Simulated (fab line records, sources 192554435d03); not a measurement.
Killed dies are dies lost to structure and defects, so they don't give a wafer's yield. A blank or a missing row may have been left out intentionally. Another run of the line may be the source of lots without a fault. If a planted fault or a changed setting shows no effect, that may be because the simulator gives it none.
fab line records	flow n5_finfet
record: lots: 6	wafers: 18	last_day: 16
route steps=1938 shown HKMG_FIN@430 PASSIVATION@1936
lots with no fault: from the same line, run without faults
start_h: hours from the record's first day to the start of the lot's first wafer shown	wait_h: hours since the lot's step before	" unchanged from the row above	L1.1+2: a single row standing in for several wafers	- no value, or no start given	* or withheld: withheld	< > ~ a bound
route shown NAME@n: a module of which the file shows steps, and the number in the route of the first	usual: mean and standard deviation over wafers with no fault	same: alike in all rows	chamber/n: place in a boat	sites: per-site readings	_std_site: the standard deviation of these	_edge_site: mean of outer sites minus mean of inner sites	radius_mm: how far each site lies from the wafer's centre	mask NAME#n: copy n	behind: the tool/chamber that last shaped the wafer	hold: cause of the lot's hold/its duration in hours/its outcome	device: the transistor (n, p or np) that didn't switch	end of line: tests run on the same wafers once the route is complete	a step with no rows: only its recipe	killed: at the first sort, the dies lost to defects and structure; wafer yield is something else	map: the dies of a wafer, with x for killed, . for not killed, _ for no die there
set.NAME: the run value of the setting; set.NAME@STEP: its run value at that earlier step	model.NAME: the simulator's own value behind a step, which no gauge read
lots at some steps of the route; a table a step, a row a wafer
services: a tool's chamber out of use, with start hour (start_h, from the record's first day; less than 0 if before it), hours out, and reason
== steps ==
step: N5_HKMG_FIN_CD_MEAS_12
recipe: target_cd_nm: 92.8	landing_energy_ev: 500	detector: se_inlens
usual: cd_nm: 92.3/0.75
lot.wafer	tool	chamber	start_h	wait_h	cd_nm
L997.1	cd_sem-01	0	102.93	-	92.8
L997.2	"	0	"	"	92.5
L997.5	"	0	"	"	91.0
L999.4	cd_sem-01	0	110.48	-	92.6
L999.5	"	0	"	"	91.8
L999.6	"	0	"	"	93.6
L104.1	cd_sem-03	0	149.25	-	91.5
L104.2	"	0	"	"	91.5
L104.3	"	0	"	"	91.8
L107.4	cd_sem-01	0	161.35	-	93.6
L107.5	"	0	"	"	92.0
L107.6	"	0	"	"	92.7
L108.2	cd_sem-01	0	164.76	-	93.3
L108.5	"	0	"	"	93.0
L108.6	"	0	"	"	92.4
L111.1	cd_sem-03	0	188.65	-	93.4
L111.3	"	0	"	"	92.7
L111.5	"	0	"	"	92.0
step: N5_HKMG_FIN_OVL_MEAS_13
recipe: points_per_wafer: 44
usual: NWFM_OVL: 0.0/0.68
lot.wafer	tool	chamber	start_h	wait_h	NWFM_OVL[nm]
L997.1	overlay-02	0	102.96	0.0	1.2
L997.2	"	0	"	"	0.2
L997.5	"	0	"	"	0.4
L999.4	overlay-01	0	110.51	0.0	-0.6
L999.5	"	0	"	"	-0.7
L999.6	"	0	"	"	0.3
L104.1	overlay-02	0	149.28	0.0	-1.8
L104.2	"	0	"	"	-0.7
L104.3	"	0	"	"	0.5
L107.4	overlay-02	0	161.37	0.0	-0.2
L107.5	"	0	"	"	-1.7
L107.6	"	0	"	"	-0.4
L108.2	overlay-01	0	164.79	0.0	0.2
L108.5	"	0	"	"	0.4
L108.6	"	0	"	"	-0.2
L111.1	overlay-01	0	188.68	0.0	-0.7
L111.3	"	0	"	"	-1.2
L111.5	"	0	"	"	0.3
step: N5_HKMG_FIN_INSPECT_14
recipe: mode: adi	inspect_instrument: macro
usual: raw_defect_count: 2.0/1.4
lot.wafer	tool	chamber	start_h	wait_h	raw_defect_count
L997.1	defect_inspect-01	-	102.98	0.0	2
L997.2	"	-	"	"	3
L997.5	"	-	"	"	1
L999.4	defect_inspect-02	-	110.53	0.0	1
L999.5	"	-	"	"	4
L999.6	"	-	"	"	2
L104.1	defect_inspect-02	-	149.30	0.0	3
L104.2	"	-	"	"	1
L104.3	"	-	"	"	2
L107.4	defect_inspect-01	-	161.40	0.0	5
L107.5	"	-	"	"	1
L107.6	"	-	"	"	1
L108.2	defect_inspect-01	-	164.81	0.0	1
L108.5	"	-	"	"	1
L108.6	"	-	"	"	1
L111.1	defect_inspect-02	-	188.70	0.0	4
L111.3	"	-	"	"	1
L111.5	"	-	"	"	2
step: N5_HKMG_FIN_DESCUM_17
recipe: chemistry: O2	time_s: 7.9	source_power_w: 50	bias_power_w: 20	pressure_mtorr: 20	rf_frequency_hz: 2.712e+07	temp_c: 40	resist: CAR-ArF	o2_flow_sccm: 225
usual: chamber_pressure_mTorr: 20.000/0.017	drypump_motor_current_A: 5.7/0.41	oes_product_au: 0.78/0.1	rf_vpp_V: 243.0/1.7	showerhead_plenum_p_Torr: 2.08/0.098	throttle_valve_pct: 20.33/0.18
lot.wafer	tool	chamber	start_h	wait_h	chamber_pressure_mTorr	drypump_motor_current_A	oes_product_au	rf_hours_counter_h	rf_vpp_V	showerhead_plenum_p_Torr	throttle_valve_pct
L997.1	rie_diel-05	2	103.01	0.0	20.013	5.4	0.78	143	240.6	1.91	20.20
L997.2	"	1	"	"	20.018	6.1	0.78	128	245.2	2.18	20.43
L997.5	"	1	"	"	19.975	6.2	0.78	-	244.4	2.18	20.43
L999.4	rie_diel-05	1	110.58	0.0	19.947	6.1	0.78	-	243.4	2.18	20.45
L999.5	"	2	"	"	19.984	5.5	0.77	-	239.0	1.91	20.22
L999.6	"	0	"	"	19.983	5.1	0.71	-	243.5	2.15	20.26
L104.1	rie_diel-04	2	149.86	0.6	19.982	5.3	0.69	226	243.2	2.05	20.51
L104.2	"	1	"	"	20.016	5.5	0.69	212	242.2	2.17	20.29
L104.3	"	0	"	"	20.010	5.5	0.92	36	244.8	2.23	20.44
L107.4	rie_diel-02	2	161.69	0.3	20.012	5.5	0.70	234	243.4	2.05	20.53
L107.5	"	0	"	"	19.970	6.1	0.69	-	242.4	2.01	20.38
L107.6	"	1	"	"	20.017	5.9	0.97	-	244.5	2.18	20.28
L108.2	rie_diel-04	2	164.85	0.0	20.006	5.3	0.68	234	243.2	2.04	20.53
L108.5	"	0	"	"	19.992	5.6	0.89	-	245.2	2.23	20.46
L108.6	"	3	"	"	20.008	6.1	0.98	-	243.2	2.05	19.95
L111.1	rie_diel-02	0	188.74	0.0	20.032	6.1	0.67	216	240.6	2.00	20.40
L111.3	"	2	"	"	19.983	5.6	0.69	244	241.4	2.05	20.58
L111.5	"	3	"	"	20.008	6.5	0.69	-	241.8	2.07	20.24
step: N5_HKMG_FIN_ETCH_31
recipe: chemistry: CF4	target: SiARC	target_depth_a: 455	mask_material: CAR-ArF	time_s: 75.8	ion_energy_ev: 80	pressure_mtorr: 40	source_w: 545	bias_w: 36	Ar_flow_sccm: 100	cf4_flow_sccm: 100	ends: cleared
step: N5_HKMG_FIN_ETCH_32
recipe: chemistry: N2/H2	target: SOC	target_depth_a: 2400	temp_c: 40	time_s: 300	ion_energy_ev: 200	mask_material: SiARC	pressure_mtorr: 30	source_w: 840	bias_w: 150	n2_flow_sccm: 200	h2_flow_sccm: 200
step: N5_HKMG_FIN_STRIP_33
recipe: chemistry: N2/H2	temp_c: 40	n2_flow_sccm: 200	h2_flow_sccm: 200	rf_frequency_hz: 6e+07
step: N5_HKMG_FIN_STRIP_34
recipe: chemistry: CF4	resist: SiARC	power_w: 300	bias_power_w: 75	pressure_mtorr: 50	cf4_flow_sccm: 150	rf_frequency_hz: 6e+07
step: N5_HKMG_FIN_ETCH_35
recipe: chemistry: N2/H2	target: SOC	target_depth_a: 2158	ion_energy_ev: 65	bias_w: 5	source_w: 3000	time_s: 243.4	pressure_mtorr: 30	n2_flow_sccm: 200	h2_flow_sccm: 200
usual: bias_w: 5.001/0.014	chamber_pressure_mTorr: 29.999/0.028	drypump_motor_current_A: 5.7/0.41	oes_product_au: 0.77/0.1	rf_vpp_V: 141.4/1.2	showerhead_plenum_p_Torr: 2.54/0.11	throttle_valve_pct: 17.84/0.24
lot.wafer	tool	chamber	start_h	wait_h	bias_w	chamber_pressure_mTorr	drypump_motor_current_A	oes_product_au	rf_hours_counter_h	rf_vpp_V	showerhead_plenum_p_Torr	throttle_valve_pct
L997.1	rie_diel-05	2	103.32	0.0	4.984	29.998	5.5	0.74	144	139.8	2.34	17.69
L997.2	"	1	"	"	5.010	30.002	6.1	0.76	128	141.8	2.65	17.83
L997.5	"	1	"	"	4.970	30.084	6.2	0.77	-	143.3	2.65	17.84
L999.4	rie_diel-05	1	110.94	0.1	5.026	30.008	6.1	0.77	-	141.6	2.65	17.82
L999.5	"	2	"	"	5.011	30.013	5.4	0.73	-	139.0	2.33	17.68
L999.6	"	0	"	"	5.009	30.000	5.1	0.71	-	140.3	2.63	17.83
L104.1	rie_diel-04	2	150.16	0.0	5.006	30.039	5.3	0.68	226	140.8	2.54	18.35
L104.2	"	1	"	"	4.986	30.004	5.5	0.69	213	141.4	2.63	17.71
L104.3	"	0	"	"	5.013	30.038	5.6	0.87	37	142.6	2.72	17.89
L107.4	rie_diel-02	2	161.99	0.0	4.999	30.051	5.6	0.69	234	140.9	2.52	18.18
L107.5	"	0	"	"	4.998	30.039	6.1	0.69	-	141.0	2.43	17.77
L107.6	"	1	"	"	5.014	30.034	5.9	0.94	-	141.9	2.62	17.65
L108.2	rie_diel-04	2	165.15	0.0	4.997	30.000	5.3	0.67	234	141.8	2.53	18.36
L108.5	"	0	"	"	5.016	30.028	5.6	0.86	-	141.9	2.72	17.92
L108.6	"	3	"	"	5.015	30.001	6.0	0.95	-	140.8	2.48	17.29
L111.1	rie_diel-02	0	189.04	0.0	4.992	30.029	6.2	0.68	216	141.1	2.42	17.79
L111.3	"	2	"	"	5.016	30.022	5.6	0.68	244	140.6	2.52	18.18
L111.5	"	3	"	"	5.024	30.004	6.6	0.67	-	141.1	2.52	17.83
step: N5_HKMG_FIN_STRIP_92
recipe: chemistry: N2/H2	material: SOC	time_s: 20	power_w: 500	temp_c: 40	pressure_mtorr: 50	rf_frequency_hz: 6e+07	bias_power_w: 8	h2_frac: 0.5	n2_flow_sccm: 300	h2_flow_sccm: 300
usual: chamber_pressure_mTorr: 50.00/0.044	drypump_motor_current_A: 5.8/0.42	oes_product_au: 0.77/0.1	rf_vpp_V: 54.3/0.97	showerhead_plenum_p_Torr: 3.35/0.14	throttle_valve_pct: 19.1/0.37
lot.wafer	tool	chamber	start_h	wait_h	chamber_pressure_mTorr	drypump_motor_current_A	oes_product_au	rf_hours_counter_h	rf_vpp_V	showerhead_plenum_p_Torr	throttle_valve_pct
L997.1	rie_diel-05	2	103.46	0.1	49.96	5.5	0.74	144	53.4	3.10	18.7
L997.2	"	1	"	"	49.97	6.2	0.76	128	52.7	3.50	18.9
L997.5	"	1	"	"	50.04	6.1	0.76	-	55.4	3.50	18.9
L999.4	rie_diel-05	1	111.04	0.0	49.96	6.1	0.76	-	55.3	3.49	18.9
L999.5	"	2	"	"	50.04	5.4	0.74	-	52.1	3.09	18.7
L999.6	"	0	"	"	50.02	5.1	0.72	-	56.6	3.46	18.9
L104.1	rie_diel-04	2	150.31	0.1	49.93	5.3	0.69	227	54.3	3.35	19.9
L104.2	"	1	"	"	49.97	5.5	0.71	213	54.5	3.47	18.8
L104.3	"	0	"	"	50.02	5.6	0.89	37	54.3	3.59	19.0
L107.4	rie_diel-02	2	162.14	0.1	50.07	5.6	0.70	234	54.2	3.33	19.3
L107.5	"	0	"	"	49.97	6.1	0.71	-	55.5	3.21	18.8
L107.6	"	1	"	"	50.04	5.9	0.94	-	55.2	3.46	19.1
L108.2	rie_diel-04	2	165.30	0.1	50.03	5.3	0.68	234	53.3	3.34	19.9
L108.5	"	0	"	"	49.93	5.6	0.87	-	52.9	3.58	19.0
L108.6	"	3	"	"	49.96	6.1	0.95	-	54.9	3.28	18.5
L111.1	rie_diel-02	0	189.19	0.1	49.97	6.1	0.70	216	54.8	3.20	18.8
L111.3	"	2	"	"	50.04	5.6	0.69	244	53.7	3.33	19.3
L111.5	"	3	"	"	50.05	6.6	0.67	-	55.3	3.34	19.5
step: N5_HKMG_FIN_WET_ETCH_18
recipe: chemistry: SC1	target: TiN	mix: 1:1:5	temp_c: *	time_s: 55	target_depth_nm: 5.2	dry: ipa_marangoni	rinse_time_s: 30	rinse_temp_c: 23
step: N5_HKMG_FIN_STRIP_19
recipe: chemistry: N2/H2	power_w: 2500	temp_c: 300	h2_frac: 0.65	time_s: 360	pressure_mtorr: withheld	n2_flow_sccm: 1750	h2_flow_sccm: 3250
usual: drypump_motor_current_A: 5.55/0.16	heater_power_w: 477/38
lot.wafer	tool	chamber	start_h	wait_h	drypump_motor_current_A	heater_power_w	rf_hours_counter_h
L997.1	plasma_asher-01	1	103.61	0.0	5.71	424	41
L997.2	"	0	"	"	5.25	527	41
L997.5	"	1	"	"	5.71	427	-
L999.4	plasma_asher-02	1	111.28	0.1	5.56	476	-
L999.5	"	0	"	"	5.62	472	-
L999.6	"	1	"	"	5.55	481	-
L104.1	plasma_asher-02	0	150.46	0.0	5.68	467	100
L104.2	"	1	"	"	5.55	498	100
L104.3	"	0	"	"	5.69	480	-
L107.4	plasma_asher-02	0	162.41	0.1	5.66	477	-
L107.5	"	0	"	"	5.68	479	-
L107.6	"	1	"	"	5.54	491	-
L108.2	plasma_asher-02	0	165.45	0.0	5.63	462	104
L108.5	"	0	"	"	5.64	466	-
L108.6	"	1	"	"	5.58	476	-
L111.1	plasma_asher-01	0	189.34	0.0	5.31	534	59
L111.3	"	1	"	"	5.70	415	-
L111.5	"	1	"	"	5.69	433	-
step: N5_HKMG_FIN_ALD_91
recipe: material: TiN	target_thk_a: 10	temp_c: 400	ald_precursor_family: TiCl4	ald_co_reactant: NH3	pulse_time_s: 1	purge_time_s: 3	co_reactant_purge_time_s: 2	co_reactant_pulse_time_s: 2	ald_cycles: 47	pressure_torr: 3
usual: heater_power_w: 862/71	precursor_pulse_height_rel: 0.998/0.019
lot.wafer	tool	chamber	start_h	wait_h	heater_power_w	precursor_pulse_height_rel
L997.1	ald_metal-02	1	103.99	0.3	788	0.991
L997.2	"	0	"	"	842	1.019
L997.5	"	0	"	"	852	1.000
L999.4	ald_metal-04	3	111.55	0.1	778	0.941
L999.5	"	0	"	"	810	0.985
L999.6	"	1	"	"	778	1.034
L104.1	ald_metal-02	1	150.84	0.3	770	1.003
L104.2	"	2	"	"	963	0.987
L104.3	"	3	"	"	893	0.997
L107.4	ald_metal-02	3	162.79	0.3	889	0.997
L107.5	"	2	"	"	950	1.031
L107.6	"	1	"	"	764	0.978
L107.4	ald_metal-02	3	163.23	0.3	890	0.970
L107.5	"	2	"	"	943	1.001
L107.6	"	1	"	"	757	1.021
L108.2	ald_metal-04	0	165.83	0.3	797	1.011
L108.5	"	2	"	"	846	1.008
L108.6	"	3	"	"	800	0.993
L111.1	ald_metal-01	0	189.72	0.3	962	0.997
L111.3	"	2	"	"	1008	0.985
L111.5	"	2	"	"	1036	0.991
L111.1	ald_metal-01	0	190.16	0.3	972	0.984
L111.3	"	2	"	"	985	0.990
L111.5	"	2	"	"	1020	0.964
step: N5_HKMG_FIN_COAT_85
recipe: resist: SOC	temp_c: 250	time_s: 60	spin_rpm: 1500	resist_thk_nm: 300
step: N5_HKMG_FIN_ETCH_86
recipe: chemistry: N2/H2	target: SOC	target_depth_a: 3932	stop_on: TiN	ion_energy_ev: 100	bias_w: 61	pressure_mtorr: 30	source_w: 850	n2_flow_sccm: 200	h2_flow_sccm: 200
usual: bias_w: 61.00/0.21	chamber_pressure_mTorr: 29.999/0.026	drypump_motor_current_A: 5.8/0.41	oes_product_au: 0.76/0.098	rf_vpp_V: 240.5/1.6	showerhead_plenum_p_Torr: 2.55/0.11	throttle_valve_pct: 17.82/0.28
lot.wafer	tool	chamber	start_h	wait_h	bias_w	chamber_pressure_mTorr	drypump_motor_current_A	oes_product_au	rf_hours_counter_h	rf_vpp_V	showerhead_plenum_p_Torr	throttle_valve_pct	model.TiN_of_HKMG_FIN_ALD_91.thk_nm
L997.1	rie_diel-05	1	104.33	-	61.21	30.068	6.2	0.78	129	242.0	2.65	17.81	1
L997.2	"	0	"	"	61.23	30.001	5.1	0.69	239	241.3	2.63	17.79	1
L997.5	"	0	"	"	61.26	30.013	5.1	0.70	-	241.3	2.63	17.79	1
L999.4	rie_diel-05	2	112.00	-	61.00	29.986	5.5	0.75	-	239.3	2.33	17.66	1
L999.5	"	1	"	"	60.58	29.942	6.2	0.77	-	241.0	2.65	17.81	1
L999.6	"	0	"	"	60.66	30.030	5.1	0.69	-	241.9	2.63	17.79	1
L104.1	rie_diel-02	3	151.24	-	61.31	29.957	6.6	0.70	202	241.2	2.53	17.78	1
L104.2	"	2	"	"	60.88	29.995	5.6	0.69	230	239.0	2.53	18.13	1
L104.3	"	0	"	"	60.97	29.968	6.1	0.69	202	240.4	2.43	17.74	1
L107.4	rie_diel-04	1	163.53	-	60.68	29.987	5.5	0.68	218	240.5	2.63	17.69	2
L107.5	"	3	"	"	61.05	29.949	6.1	0.96	-	239.5	2.48	17.26	2
L107.6	"	2	"	"	61.31	30.022	5.3	0.68	-	239.8	2.53	18.35	2
L108.2	rie_diel-05	2	166.21	-	60.97	29.992	5.4	0.74	168	238.0	2.33	17.69	1
L108.5	"	3	"	"	60.78	29.966	5.5	0.92	-	241.0	2.50	18.04	1
L108.6	"	0	"	"	61.25	30.000	5.1	0.95	-	241.7	2.62	17.33	1
L111.1	rie_diel-04	2	190.50	-	61.00	29.998	5.3	0.67	245	240.6	2.53	18.36	2
L111.3	"	0	"	"	60.86	30.023	5.6	0.85	54	241.9	2.72	17.90	2
L111.5	"	0	"	"	60.87	30.007	5.6	0.85	-	241.9	2.72	17.91	2
step: N5_HKMG_FIN_STRIP_89
recipe: chemistry: N2/H2	material: SOC	time_s: 20	power_w: 500	temp_c: 40	pressure_mtorr: 50	rf_frequency_hz: 6e+07	bias_power_w: 8	h2_frac: 0.5	n2_flow_sccm: 300	h2_flow_sccm: 300
usual: chamber_pressure_mTorr: 50.00/0.047	drypump_motor_current_A: 5.8/0.41	oes_product_au: 0.76/0.1	rf_vpp_V: 54.2/0.96	showerhead_plenum_p_Torr: 3.36/0.14	throttle_valve_pct: 19.1/0.41
lot.wafer	tool	chamber	start_h	wait_h	chamber_pressure_mTorr	drypump_motor_current_A	oes_product_au	rf_hours_counter_h	rf_vpp_V	showerhead_plenum_p_Torr	throttle_valve_pct
L997.1	rie_diel-05	1	104.39	0.0	50.00	6.1	0.77	129	55.2	3.50	18.9
L997.2	"	0	"	"	50.11	5.2	0.72	239	54.4	3.47	19.0
L997.5	"	0	"	"	50.05	5.2	0.73	-	55.2	3.47	19.0
L999.4	rie_diel-05	2	112.07	0.0	50.02	5.5	0.74	-	53.4	3.09	18.7
L999.5	"	1	"	"	49.93	6.1	0.77	-	53.8	3.49	18.9
L999.6	"	0	"	"	50.08	5.1	0.72	-	54.9	3.46	19.0
L104.1	rie_diel-02	3	151.30	0.0	50.01	6.5	0.68	202	54.8	3.34	19.5
L104.2	"	2	"	"	50.06	5.6	0.70	230	52.8	3.34	19.4
L104.3	"	0	"	"	49.94	6.1	0.71	202	52.5	3.21	18.8
L107.4	rie_diel-04	1	163.71	0.1	49.96	5.4	0.70	218	54.5	3.47	18.8
L107.5	"	3	"	"	50.00	6.0	0.96	-	55.4	3.28	18.5
L107.6	"	2	"	"	49.89	5.3	0.69	-	54.0	3.35	19.9
L108.2	rie_diel-05	2	166.27	0.0	50.00	5.5	0.72	168	54.0	3.08	18.8
L108.5	"	3	"	"	50.03	5.5	0.95	-	52.8	3.30	19.6
L108.6	"	0	"	"	50.02	5.1	1.02	-	52.9	3.46	18.5
L111.1	rie_diel-04	2	190.58	0.0	49.97	5.3	0.68	245	54.5	3.34	19.9
L111.3	"	0	"	"	50.01	5.6	0.85	54	54.7	3.58	19.1
L111.5	"	0	"	"	50.02	5.6	0.85	-	54.3	3.58	19.1
step: N5_PASSIVATION_PROBE_49
usual: killed_at_M0_to_M3: 34/11	killed_at_M4_up: 13/5.2	killed_at_contacts: 13/6.3	killed_at_front_end: 40/14	killed_at_other: 3.2/2.4	killed_dies: 104/19	killed_open: 69/14	killed_short: 32/7.5
same: gross_dies: 1180	killed_at_back_side: 0
lot.wafer	tool	chamber	start_h	wait_h	killed_at_M0_to_M3	killed_at_M4_up	killed_at_contacts	killed_at_front_end	killed_at_other	killed_dies	killed_open	killed_short
L999.4	prober-01	-	315.09	0.2	47	16	9	29	5	106	70	33
L999.5	prober-01	-	315.14	0.2	57	15	10	27	2	111	71	34
L999.6	prober-01	-	315.19	0.3	32	10	24	24	5	95	65	28
L107.4	prober-02	-	347.55	0.2	31	13	15	58	6	123	87	34
L107.5	prober-02	-	347.60	0.2	40	16	15	75	3	149	107	38
L107.6	prober-02	-	347.65	0.3	48	23	15	63	0	149	99	46
L108.6	prober-02	-	364.74	0.3	64	8	11	38	4	125	83	39
L111.1	prober-01	-	393.34	0.0	36	6	36	26	3	107	77	29
killed by level:class
L999.4 BEOL_M0_SAQP:geometric_particle:open=12 BEOL_M0_SAQP:geometric_particle:short=10 BEOL_M3:geometric_particle:open=10 MOL_CONTACT_COAG:geometric_particle:open=8 BEOL_M2:geometric_particle:open=8 STI_FIN_REVEAL:geometric_particle:open=7 DUMMY_GATE:geometric_particle:open=5 STARTING-WAFER:geometric_particle:short=5
L999.5 BEOL_M2:geometric_particle:open=16 BEOL_M0_SAQP:geometric_particle:open=13 BEOL_M0_SAQP:geometric_particle:short=8 BEOL_M6:geometric_particle:open=7 STI_FIN_REVEAL:geometric_particle:open=6 MOL_CONTACT_COAG:geometric_particle:open=6 BEOL_M1:geometric_particle:open=5 BEOL_M2:geometric_particle:short=5
L999.6 MOL_CONTACT_COAG:geometric_particle:open=18 STI_FIN_REVEAL:geometric_particle:open=8 BEOL_M0_SAQP:geometric_particle:short=7 BEOL_M3:geometric_particle:open=7 STARTING-WAFER:geometric_particle:open=6 MOL_CONTACT_COAG:geometric_particle:short=6 BEOL_M0_SAQP:geometric_particle:open=6 BEOL_M1:geometric_particle:open=3
L107.4 FIN_SAQP:geometric_particle:open=15 MOL_CONTACT_COAG:geometric_particle:open=13 STI_FIN_REVEAL:geometric_particle:open=12 BEOL_M2:geometric_particle:open=9 BEOL_M4:geometric_particle:open=8 BEOL_M0_SAQP:geometric_particle:open=6 BEOL_M0_SAQP:geometric_particle:short=6 DUMMY_GATE:geometric_particle:open=5
L107.5 STI_FIN_REVEAL:geometric_particle:open=33 MOL_CONTACT_COAG:geometric_particle:open=13 FIN_SAQP:geometric_particle:open=12 BEOL_M0_SAQP:geometric_particle:short=11 BEOL_M0_SAQP:geometric_particle:open=9 BEOL_M4:geometric_particle:open=9 STI_FIN_REVEAL:geometric_particle:short=7 BEOL_M3:geometric_particle:open=6
L107.6 STI_FIN_REVEAL:geometric_particle:open=15 FIN_SAQP:geometric_particle:open=13 MOL_CONTACT_COAG:geometric_particle:open=12 BEOL_M4:geometric_particle:open=12 FIN_SAQP:geometric_particle:short=9 BEOL_M2:geometric_particle:open=9 BEOL_M0:geometric_particle:open=7 BEOL_M0_SAQP:geometric_particle:open=7
L108.6 BEOL_M0_SAQP:geometric_particle:open=15 BEOL_M1:geometric_particle:open=15 GATE_CUT:geometric_particle:short=10 BEOL_M3:geometric_particle:open=9 MOL_CONTACT_COAG:geometric_particle:open=8 BEOL_M0_SAQP:geometric_particle:short=8 BEOL_M2:geometric_particle:open=7 STI_FIN_REVEAL:geometric_particle:open=5
L111.1 MOL_CONTACT_COAG:geometric_particle:open=29 BEOL_M2:geometric_particle:open=11 STI_FIN_REVEAL:geometric_particle:open=9 MOL_CONTACT_COAG:geometric_particle:short=7 BEOL_M0_SAQP:geometric_particle:short=6 BEOL_M0:geometric_particle:open=5 BEOL_M3:geometric_particle:open=5 FIN_SAQP:geometric_particle:short=3
== services ==
tool	chamber	start_h	hours	kind
rie_diel-04	1	84.16	5.7	repair
ald_metal-02	-	90.28	6.0	pm
plasma_asher-02	-	95.35	2.5	repair
ald_metal-01	0	97.94	5.1	repair
rie_diel-05	3	98.30	-	clean
rie_diel-05	3	98.30	-	consumable_replace:focus_ring
rie_diel-05	3	98.30	19.9	scheduled_down
rie_diel-05	3	98.30	19.9	vent_cycle
rie_diel-04	3	117.89	-	clean
rie_diel-04	3	117.89	-	consumable_replace:focus_ring
rie_diel-04	3	117.89	23.5	scheduled_down
ald_metal-02	-	118.81	1.0	repair
ald_metal-01	-	131.39	28.1	pm
rie_diel-05	0	132.26	-	clean
rie_diel-05	0	132.26	-	consumable_replace:focus_ring
rie_diel-05	0	132.26	24.3	scheduled_down
rie_diel-05	0	132.26	24.3	vent_cycle
rie_diel-05	-	138.50	4.3	pm
rie_diel-04	3	143.18	13.8	repair
ald_metal-02	0	147.49	20.1	repair
rie_diel-05	-	164.14	0.3	repair
rie_diel-05	-	171.64	2.2	repair
rie_diel-02	3	173.21	5.4	repair
rie_diel-04	1	175.48	62.1	repair
== key ==
first_sign: step: N5_HKMG_FIN_ALD_91	reading: visit	direction: added
effect none on later readings
model_effect: step: N5_HKMG_FIN_ETCH_86	value: TiN_of_HKMG_FIN_ALD_91.thk_nm	without: 1	struck: 2
met_at N5_HKMG_FIN_ALD_91
struck_wafers L107.4,L107.5,L107.6,L111.1,L111.3,L111.5
tester_left_out L107,L111
fault: kind: repeated_step_whole	tool: ald_metal-01,ald_metal-02,ald_metal-04	chamber: -	onset_h: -	steps: N5_HKMG_FIN_ALD_91	times: 1	scope: struck_lots_only
tester_left_out: of these lots the tester's yield and bins aren't shown, on N5 and GAA mostly nor the transistor test; their killed dies are dies lost to structure and defects alone, not to doping, threshold or leakage, so they don't give the yield
